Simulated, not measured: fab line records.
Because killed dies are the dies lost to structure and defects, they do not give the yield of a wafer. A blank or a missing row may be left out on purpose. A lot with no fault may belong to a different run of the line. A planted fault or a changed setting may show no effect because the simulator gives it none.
fab line records | flow n5-finfet
record: lots: 11 | wafers: 33 | last-day: 17
route steps=1938 shown BEOL_M3@991 MIM_BOT_ETCH@1866 PAD_METAL@1894 PASSIVATION@1936
lots with no fault: from the same line, run without faults
start-h: hours from the record's first day to the start of the lot's first wafer shown | wait-h: how many hours have passed since the lot's step before this one | " the same as in the row above | L1.1+2: several wafers, shown together as one row | - no value, or no start was given | * or withheld: withheld | < > ~ a bound
route shown NAME@n: names a module that has steps shown in the file, with the first one's number in the route | usual: the fault-free wafers' mean and standard deviation | same: alike in all rows | chamber/n: place in a boat | sites: per-site readings | _std_site: how widely they spread, as a standard deviation | _edge_site: inner sites' mean taken away from outer sites' mean | radius-mm: how far each site lies from the wafer's centre | mask NAME#n: copy n | behind: the most recent tool/chamber to have shaped the wafer | hold: what put the lot on hold/how long, in hours/how the hold closed | device: transistor that didn't switch, given as n, p or np | end of line: the same wafers' tests at the end of the route | step lacking rows: just its recipe | killed: not the wafer's yield, but the dies lost to structure and defects at the first sort | map: per-die view of a wafer (x killed, . not killed, _ where there is no die)
set.NAME: setting as actually run; set.NAME@STEP: the setting as run at that earlier step | model.NAME: the simulator's own value behind a step, which no gauge read
one table for each step of the route and one row for each wafer, over a sample of lots
services: from which hour (start-h, from the record's first day; less than 0 if before it) a tool's chamber was out of use, for how many hours, and why
== steps ==
step: N5_BEOL_M3_ALD_84
recipe: material: TaN | target-thk-a: * | temp-c: 275 | ald-precursor-family: PDMAT | ald-co-reactant: NH3 | pressure-torr: 3 | carrier-flow-sccm: 1500 | pulse-time-s: 2 | purge-time-s: 3 | co-reactant-purge-time-s: 2 | co-reactant-pulse-time-s: 3 | ald-cycles: 30 | precursor-vessel-temp-c: 75 | precursor-vessel-pressure-torr: 26.25 | precursor-vessel-carrier-sccm: 1000
usual: heater-power-w: 428/39 | mfc-carrier-sccm: 1499/4.5
same: co-reactant-pulse-time-s: 3
lot.wafer | tool         | chamber | start-h | wait-h | heater-power-w | mfc-carrier-sccm
L466.1    | ald-metal-03 | 3       | 151.04  | 0.1    | 408            | 1499
L466.2    | "            | 1       | "       | "      | 390            | 1499
L466.3    | "            | 2       | "       | "      | 434            | 1497
L469.3    | ald-metal-04 | 1       | 168.52  | 0.0    | 391            | 1507
L469.4    | "            | 2       | "       | "      | 503            | 1503
L469.6    | "            | 2       | "       | "      | 489            | 1499
L468.3    | ald-metal-03 | 0       | 173.65  | 0.0    | 439            | 1500
L468.4    | "            | 2       | "       | "      | 431            | 1502
L468.6    | "            | 1       | "       | "      | 395            | 1495
L470.2    | ald-metal-04 | 3       | 181.57  | 0.2    | 430            | 1499
L470.4    | "            | 1       | "       | "      | 398            | 1497
L470.5    | "            | 1       | "       | "      | 386            | 1495
L472.1    | ald-metal-01 | 1       | 184.29  | 0.0    | 491            | 1499
L472.4    | "            | 2       | "       | "      | 450            | 1506
L472.6    | "            | 0       | "       | "      | 354            | 1494
L471.3    | ald-metal-03 | 3       | 184.57  | 0.0    | 400            | 1497
L471.4    | "            | 1       | "       | "      | 391            | 1494
L471.6    | "            | 2       | "       | "      | 428            | 1501
L474.1    | ald-metal-03 | 1       | 196.96  | 0.1    | 391            | 1506
L474.4    | "            | 0       | "       | "      | 447            | 1499
L474.5    | "            | 3       | "       | "      | 403            | 1498
L482.2    | ald-metal-04 | 3       | 238.61  | 0.0    | 438            | 1494
L482.3    | "            | 2       | "       | "      | 490            | 1493
L482.4    | "            | 1       | "       | "      | 391            | 1506
L481.3    | ald-metal-04 | 2       | 242.09  | 0.0    | 505            | 1499
L481.4    | "            | 1       | "       | "      | 401            | 1500
L481.5    | "            | 0       | "       | "      | 451            | 1497
L485.1    | ald-metal-03 | 0       | 274.32  | 0.0    | 448            | 1513
L485.2    | "            | 1       | "       | "      | 384            | 1500
L485.3    | "            | 3       | "       | "      | 402            | 1498
L488.1    | ald-metal-03 | 0       | 282.86  | 0.0    | 454            | 1505
L488.2    | "            | 1       | "       | "      | 396            | 1499
L488.4    | "            | 2       | "       | "      | 415            | 1500
step: N5_MIM_BOT_ETCH_ETCH_04
recipe: chemistry: CF4/O2 | target: SiNx | target-depth-a: 260 | time-s: 13 | ion-energy-ev: 100 | pressure-mtorr: 40 | source-w: 535 | bias-w: 49 | Ar_flow_sccm: 100 | cf4-flow-sccm: 100 | O2_flow_sccm: 10
usual: drypump-motor-current-A: 5.4/0.39 | oes_o_777_au: 0.78/0.097 | oes-product-au: 0.79/0.1 | rf-vpp-V: 241/3.5 | showerhead-plenum-p-Torr: 2.20/0.086 | throttle-valve-pct: 15.97/0.18
lot.wafer | tool        | chamber | start-h | wait-h | drypump-motor-current-A | oes_o_777_au | oes-product-au | rf-hours-counter-h | rf-vpp-V | showerhead-plenum-p-Torr | throttle-valve-pct
L466.1    | rie-diel-04 | 3       | 263.03  | 0.0    | 5.6                     | 0.66         | 0.67           | 220                | 247      | 2.09                     | 16.08
L466.2    | "           | 2       | "       | "      | 4.8                     | 0.84         | 0.84           | 67                 | 245      | 2.15                     | 15.90
L466.3    | "           | 0       | "       | "      | 5.9                     | 0.66         | 0.68           | 222                | 237      | 2.10                     | 16.24
L468.3    | rie-diel-04 | 3       | 271.71  | 0.0    | 5.6                     | 0.65         | 0.68           | 224                | 246      | 2.09                     | 16.09
L468.4    | "           | 3       | "       | "      | 5.6                     | 0.66         | 0.67           | -                  | 247      | 2.09                     | 16.09
L468.6    | "           | 1       | "       | "      | 5.3                     | 0.69         | 0.68           | -                  | 237      | 2.26                     | 16.28
L469.3    | rie-diel-04 | 2       | 272.95  | 0.0    | 4.8                     | 0.85         | 0.83           | 72                 | 243      | 2.15                     | 15.92
L469.4    | "           | 1       | "       | "      | 5.3                     | 0.68         | 0.68           | 244                | 239      | 2.26                     | 16.29
L469.6    | "           | 2       | "       | "      | 4.8                     | 0.84         | 0.84           | -                  | 244      | 2.15                     | 15.90
L470.2    | rie-diel-05 | 0       | 284.09  | 0.0    | 4.9                     | 0.76         | 0.77           | 108                | 241      | 2.22                     | 15.71
L470.4    | "           | 1       | "       | "      | 5.5                     | 0.68         | 0.70           | -                  | 245      | 2.11                     | 16.20
L470.5    | "           | 0       | "       | "      | 5.0                     | 0.75         | 0.76           | -                  | 241      | 2.22                     | 15.71
L471.3    | rie-diel-02 | 0       | 284.38  | 0.0    | 5.7                     | 0.69         | 0.68           | 237                | 243      | 2.09                     | 16.12
L471.4    | "           | 2       | "       | "      | 5.9                     | 0.70         | 0.70           | 237                | 234      | 2.26                     | 16.29
L471.6    | "           | 1       | "       | "      | 5.0                     | 0.82         | 0.81           | -                  | 236      | 2.24                     | 15.78
L472.1    | rie-diel-02 | 0       | 295.79  | 0.0    | 5.6                     | 0.68         | 0.68           | 240                | 243      | 2.09                     | 16.12
L472.4    | "           | 2       | "       | "      | 5.9                     | 0.69         | 0.69           | 241                | 233      | 2.26                     | 16.28
L472.6    | "           | 1       | "       | "      | 4.9                     | 0.82         | 0.81           | -                  | 236      | 2.24                     | 15.79
L474.1    | rie-diel-02 | 3       | 301.56  | 0.0    | 5.4                     | 0.80         | 0.84           | 80                 | 239      | 2.24                     | 16.01
L474.4    | "           | 0       | "       | "      | 5.6                     | 0.68         | 0.67           | 242                | 242      | 2.09                     | 16.13
L474.5    | "           | 0       | "       | "      | 5.6                     | 0.67         | 0.67           | -                  | 244      | 2.09                     | 16.12
L482.2    | rie-diel-04 | 2       | 347.11  | 0.1    | 4.8                     | 0.81         | 0.81           | 101                | 244      | 2.14                     | 15.96
L482.3    | "           | 1       | "       | "      | 5.3                     | 0.90         | 0.91           | -                  | 238      | 2.26                     | 15.88
L482.4    | "           | 2       | "       | "      | 4.8                     | 0.81         | 0.79           | -                  | 244      | 2.14                     | 15.96
L481.3    | rie-diel-04 | 1       | 350.57  | 0.1    | 5.3                     | 0.90         | 0.92           | -                  | 238      | 2.26                     | 15.88
L481.4    | "           | 2       | "       | "      | 4.8                     | 0.82         | 0.80           | -                  | 244      | 2.14                     | 15.96
L481.5    | "           | 1       | "       | "      | 5.3                     | 0.89         | 0.91           | -                  | 239      | 2.25                     | 15.88
L485.1    | rie-diel-02 | 2       | 381.31  | 0.0    | 5.9                     | 0.92         | 0.95           | 8                  | 235      | 2.25                     | 15.87
L485.2    | "           | 0       | "       | "      | 5.6                     | 1.00         | 1.03           | 0                  | 247      | 2.35                     | 15.64
L485.3    | "           | 3       | "       | "      | 5.4                     | 0.78         | 0.80           | 108                | 240      | 2.23                     | 16.03
L488.1    | rie-diel-04 | 0       | 386.45  | 0.0    | 5.9                     | 0.88         | 0.92           | 14                 | 241      | 2.35                     | 15.80
L488.2    | "           | 2       | "       | "      | 4.8                     | 0.80         | 0.79           | 119                | 243      | 2.13                     | 16.01
L488.4    | "           | 3       | "       | "      | 5.6                     | 0.92         | 0.97           | 2                  | 240      | 2.34                     | 15.71
step: N5_MIM_BOT_ETCH_ETCH_00
recipe: chemistry: Cl2/BCl3 | target: TiN | target-depth-a: 455 | ion-energy-ev: 150 | pressure-mtorr: 10 | icp-w: 1000 | bias-w: 126 | Cl2_flow_sccm: 53.25 | bcl3-flow-sccm: 21.75 | Ar_flow_sccm: 25
usual: drypump-motor-current-A: 5.7/0.47 | he-backside-leak-sccm: 3.4/0.36 | oes-product-au: 0.82/0.11 | throttle-valve-pct: 22.03/0.26
lot.wafer | tool         | chamber | start-h | wait-h | drypump-motor-current-A | he-backside-leak-sccm | oes-product-au | rf-hours-counter-h | throttle-valve-pct
L466.1    | rie-metal-03 | 0       | 263.30  | 0.1    | 6.0                     | 2.9                   | 0.81           | 31                 | 22.32
L466.2    | "            | 0       | "       | "      | 6.1                     | 3.1                   | 0.81           | -                  | 22.32
L466.3    | "            | 0       | "       | "      | 6.1                     | 3.1                   | 0.80           | -                  | 22.32
L468.3    | rie-metal-02 | 0       | 271.93  | 0.1    | 6.1                     | 3.8                   | 0.88           | -                  | 21.83
L468.4    | "            | 1       | "       | "      | 5.5                     | 3.2                   | 0.67           | -                  | 22.31
L468.6    | "            | 1       | "       | "      | 5.5                     | 3.4                   | 0.67           | -                  | 22.32
L469.3    | rie-metal-03 | 1       | 273.17  | 0.1    | 6.0                     | 3.2                   | 0.99           | -                  | 21.66
L469.4    | "            | 0       | "       | "      | 6.1                     | 3.2                   | 0.81           | -                  | 22.30
L469.6    | "            | 0       | "       | "      | 6.1                     | 3.1                   | 0.81           | -                  | 22.32
L470.2    | rie-metal-03 | 1       | 284.27  | 0.1    | 6.0                     | 3.0                   | 0.96           | 2                  | 21.70
L470.4    | "            | 1       | "       | "      | 6.0                     | 3.4                   | 0.97           | -                  | 21.69
L470.5    | "            | 0       | "       | "      | 6.0                     | 3.1                   | 0.80           | -                  | 22.34
L471.3    | rie-metal-02 | 0       | 284.60  | 0.1    | 6.1                     | 3.6                   | 0.87           | -                  | 21.83
L471.4    | "            | 1       | "       | "      | 5.5                     | 3.4                   | 0.66           | -                  | 22.35
L471.6    | "            | 0       | "       | "      | 6.1                     | 3.7                   | 0.87           | -                  | 21.84
L472.1    | rie-metal-01 | 1       | 295.97  | 0.1    | 6.0                     | 3.6                   | 0.65           | 101                | 22.28
L472.4    | "            | 1       | "       | "      | 6.0                     | 3.5                   | 0.65           | -                  | 22.27
L472.6    | "            | 0       | "       | "      | 4.9                     | 3.2                   | 0.97           | -                  | 21.80
L474.1    | rie-metal-02 | 0       | 301.74  | 0.1    | 6.1                     | 3.5                   | 0.87           | 22                 | 21.84
L474.4    | "            | 0       | "       | "      | 6.1                     | 3.8                   | 0.87           | -                  | 21.84
L474.5    | "            | 0       | "       | "      | 6.1                     | 3.3                   | 0.87           | -                  | 21.83
L482.2    | rie-metal-03 | 0       | 347.32  | 0.1    | 6.1                     | 3.2                   | 0.79           | 39                 | 22.31
L482.3    | "            | 1       | "       | "      | 6.0                     | 3.2                   | 0.92           | -                  | 21.70
L482.4    | "            | 0       | "       | "      | 6.1                     | 3.1                   | 0.78           | -                  | 22.32
L481.3    | rie-metal-03 | 0       | 350.79  | 0.1    | 6.0                     | 3.1                   | 0.78           | -                  | 22.34
L481.4    | "            | 1       | "       | "      | 6.0                     | 3.0                   | 0.92           | -                  | 21.69
L481.5    | "            | 0       | "       | "      | 6.1                     | 3.1                   | 0.79           | -                  | 22.32
L485.1    | rie-metal-02 | 1       | 381.49  | 0.1    | 5.5                     | 3.4                   | 0.66           | 104                | 22.35
L485.2    | "            | 0       | "       | "      | 6.1                     | 3.8                   | 0.85           | 28                 | 21.85
L485.3    | "            | 0       | "       | "      | 6.1                     | 3.7                   | 0.84           | -                  | 21.84
L488.1    | rie-metal-03 | 0       | 386.63  | 0.1    | 6.0                     | 3.2                   | 0.77           | 43                 | 22.36
L488.2    | "            | 1       | "       | "      | 6.0                     | 3.0                   | 0.90           | 9                  | 21.69
L488.4    | "            | 0       | "       | "      | 6.1                     | 3.2                   | 0.77           | -                  | 22.36
step: N5_PASSIVATION_PRE_CLEAN_19
recipe: gas: H2/He | time-s: * | temp-c: *
usual: heater-power-w: 489/80
lot.wafer | tool           | chamber | start-h | wait-h | heater-power-w
L466.1    | pvd-sputter-01 | -       | 265.95  | 0.0    | 397
L466.2    | "              | -       | "       | "      | 469
L466.3    | "              | -       | "       | "      | 473
L468.3    | pvd-sputter-01 | -       | 274.74  | 0.0    | 454
L468.4    | "              | -       | "       | "      | 465
L468.6    | "              | -       | "       | "      | 471
L469.3    | pvd-sputter-02 | -       | 275.46  | 0.0    | 512
L469.4    | "              | -       | "       | "      | 579
L469.6    | "              | -       | "       | "      | 568
L470.2    | pvd-sputter-03 | -       | 287.39  | 0.0    | 676
L470.4    | "              | -       | "       | "      | 475
L470.5    | "              | -       | "       | "      | 411
L471.3    | pvd-sputter-02 | -       | 288.72  | 0.0    | 399
L471.4    | "              | -       | "       | "      | 564
L471.6    | "              | -       | "       | "      | 577
L472.1    | pvd-sputter-03 | -       | 300.46  | 0.0    | 383
L472.4    | "              | -       | "       | "      | 671
L472.6    | "              | -       | "       | "      | 476
L474.1    | pvd-sputter-03 | -       | 304.14  | 0.0    | 385
L474.4    | "              | -       | "       | "      | 429
L474.5    | "              | -       | "       | "      | 393
L481.3    | pvd-sputter-02 | -       | 353.84  | 0.0    | 376
L481.4    | "              | -       | "       | "      | 579
L481.5    | "              | -       | "       | "      | 577
L482.2    | pvd-sputter-02 | -       | 354.96  | 0.0    | 581
L482.3    | "              | -       | "       | "      | 567
L482.4    | "              | -       | "       | "      | 387
L485.1    | pvd-sputter-02 | -       | 383.39  | 0.0    | 579
L485.2    | "              | -       | "       | "      | 384
L485.3    | "              | -       | "       | "      | 504
L488.1    | pvd-sputter-01 | -       | 389.34  | 0.0    | 404
L488.2    | "              | -       | "       | "      | 481
L488.4    | "              | -       | "       | "      | 454
step: N5_PASSIVATION_PROBE_49
usual: defect-limited-yield: 91.7/1.5 | killed_at_M0_to_M3: 32/9.6 | killed_at_M4_up: 13/5.3 | killed-at-contacts: 12/6.8 | killed-at-front-end: 36/9.8 | killed-at-other: 4/3.1 | killed-dies: 98/17 | killed-open: 65/13 | killed-short: 32/8.5 | sort_bin_5_function: 4.9/0.93 | sort_bin_6_memory: 3.2/0.67 | sort-n-pass: 1082/17 | sort-yield-pct: 91.7/1.4
same: gross-dies: 1180 | killed-at-back-side: 0 | sort_bin_4_leakage[%]: 0 | sort_bin_8_speed[%]: 0
lot.wafer | tool      | chamber | start-h | wait-h | defect-limited-yield[%] | killed_at_M0_to_M3 | killed_at_M4_up | killed-at-contacts | killed-at-front-end | killed-at-other | killed-dies | killed-open | killed-short | sort_bin_5_function[%] | sort_bin_6_memory[%] | sort-n-pass | sort-yield-pct[%]
L481.3    | prober-02 | -       | 361.10  | 1.0    | 83.9                    | 117                | 21              | 6                  | 38                  | 8               | 190         | 68          | 31           | 10.5                   | 4.3                  | 990         | 83.9
L481.4    | prober-02 | -       | 361.15  | 1.1    | 91.6                    | 28                 | 12              | 5                  | 47                  | 7               | 99          | 64          | 35           | 5.8                    | 2.5                  | 1081        | 91.6
L481.5    | prober-02 | -       | 361.20  | 1.1    | 91.7                    | 27                 | 11              | 6                  | 50                  | 4               | 98          | 62          | 36           | 5.3                    | 2.6                  | 1082        | 91.7
L482.2    | prober-01 | -       | 362.13  | 0.1    | 91.8                    | 33                 | 16              | 21                 | 25                  | 2               | 97          | 61          | 34           | 4.3                    | 3.6                  | 1083        | 91.8
L482.3    | prober-01 | -       | 362.18  | 0.1    | 84.7                    | 122                | 14              | 22                 | 21                  | 1               | 180         | 53          | 30           | 9.3                    | 5.1                  | 1000        | 84.7
L482.4    | prober-01 | -       | 362.23  | 0.2    | 92.8                    | 21                 | 10              | 16                 | 36                  | 2               | 85          | 67          | 13           | 4.1                    | 2.5                  | 1095        | 92.8
killed by level:class
L481.3 BEOL_M3:unspecified=91 BEOL_M4:geometric-particle:open=11 STI_FIN_REVEAL:geometric-particle:open=10 BEOL_M3:geometric-particle:open=9 BEOL_M2:geometric-particle:open=8 MOL_CONTACT_COAG:geometric-particle:open=6 FIN_SAQP:geometric-particle:short=5 FIN_SAQP:geometric-particle:open=5
L481.4 STI_FIN_REVEAL:geometric-particle:open=8 FIN_SAQP:geometric-particle:short=7 BEOL_M3:geometric-particle:open=7 DUMMY_GATE:geometric-particle:open=6 GATE_CUT:geometric-particle:short=6 BEOL_M0_SAQP:geometric-particle:open=5 BEOL_M5:geometric-particle:open=5 BEOL_M1:geometric-particle:open=4
L481.5 STI_FIN_REVEAL:geometric-particle:open=10 FIN_SAQP:geometric-particle:short=9 FIN_SAQP:geometric-particle:open=7 MOL_CONTACT_COAG:geometric-particle:open=5 BEOL_M0_SAQP:geometric-particle:short=5 BEOL_M0_SAQP:geometric-particle:open=5 SPACER0:geometric-particle:open=4 BEOL_M2:geometric-particle:open=4
L482.2 MOL_CONTACT_COAG:geometric-particle:open=13 BEOL_M0_SAQP:geometric-particle:short=10 BEOL_M4:geometric-particle:open=9 MOL_CONTACT_COAG:geometric-particle:short=8 BEOL_M0_SAQP:geometric-particle:open=8 BEOL_M3:geometric-particle:open=7 STI_FIN_REVEAL:geometric-particle:open=5 GATE_CUT:geometric-particle:short=4
L482.3 BEOL_M3:unspecified=96 MOL_CONTACT_COAG:geometric-particle:open=18 BEOL_M0_SAQP:geometric-particle:short=8 STI_FIN_REVEAL:geometric-particle:open=5 BEOL_M0_SAQP:geometric-particle:open=5 BEOL_M3:geometric-particle:open=4 MOL_CONTACT_COAG:geometric-particle:short=4 FIN_SAQP:geometric-particle:short=3
L482.4 MOL_CONTACT_COAG:geometric-particle:open=13 BEOL_M3:geometric-particle:open=13 FIN_SAQP:geometric-particle:open=10 BEOL_M4:geometric-particle:open=6 DUMMY_GATE:geometric-particle:open=5 HKMG_FIN:area-etch=5 STI_FIN_REVEAL:geometric-particle:open=4 FIN_SAQP:geometric-particle:short=3
== services ==
tool           | chamber | start-h | hours | kind
pvd-sputter-01 | -       | 129.67  | 3.7   | repair
rie-metal-01   | 1       | 141.20  | 28.3  | repair
rie-diel-04    | 3       | 144.48  | 1.3   | repair
pvd-sputter-03 | -       | 150.18  | 7.7   | repair
rie-diel-04    | 1       | 165.57  | 6.6   | repair
rie-metal-01   | 0       | 167.21  | 9.9   | repair
rie-diel-02    | 1       | 169.13  | 2.1   | repair
ald-metal-03   | 2       | 184.91  | 2.0   | repair
rie-diel-04    | -       | 212.45  | 14.6  | pm
rie-diel-05    | 0       | 213.96  | 11.5  | repair
rie-metal-03   | -       | 245.41  | 2.8   | pm
ald-metal-01   | -       | 253.21  | 8.7   | pm
rie-diel-05    | 1       | 253.43  | 2.5   | repair
rie-diel-02    | -       | 273.16  | 0.6   | repair
rie-diel-05    | -       | 278.82  | 0.5   | repair
rie-metal-03   | 1       | 308.49  | 1.2   | repair
rie-diel-02    | 3       | 310.74  | 16.3  | repair
rie-diel-04    | 0       | 330.12  | 3.0   | repair
ald-metal-04   | -       | 337.25  | 14.0  | pm
rie-diel-04    | 3       | 346.95  | 4.0   | repair
rie-metal-03   | 1       | 352.13  | 5.4   | repair
rie-metal-02   | -       | 353.89  | 0.2   | repair
ald-metal-04   | -       | 376.34  | 14.6  | pm
pvd-sputter-01 | -       | 379.91  | 1.3   | repair
== key ==
first-sign: step: N5_PASSIVATION_PROBE_49 | reading: killed_at_M0_to_M3 | direction: up | sigmas: 9.1 | usual: 32 | struck: 120
effect: step: N5_PASSIVATION_PROBE_49 | reading: defect-limited-yield | direction: down | sigmas: 5 | usual: 91.7 | struck: 84.3
more-kills-born-at: N5_BEOL_M3_ALD_84@ald-metal-04: 187
met-at N5_BEOL_M3_ALD_84
struck-lots L481,L482
struck-wafers L481.3,L482.3
not-acting-at N5_MIM_BOT_ETCH_ETCH_04,N5_MIM_BOT_ETCH_ETCH_00,N5_PASSIVATION_PRE_CLEAN_19
onset-between 168.52 238.61
fault: kind: chamber-particle-source | tool: ald-metal-04 | chamber: 2 | onset-h: 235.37 | steps: N5_BEOL_M3_ALD_84 | rate-per-visit-cm2: 0.40768 | end-h: 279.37
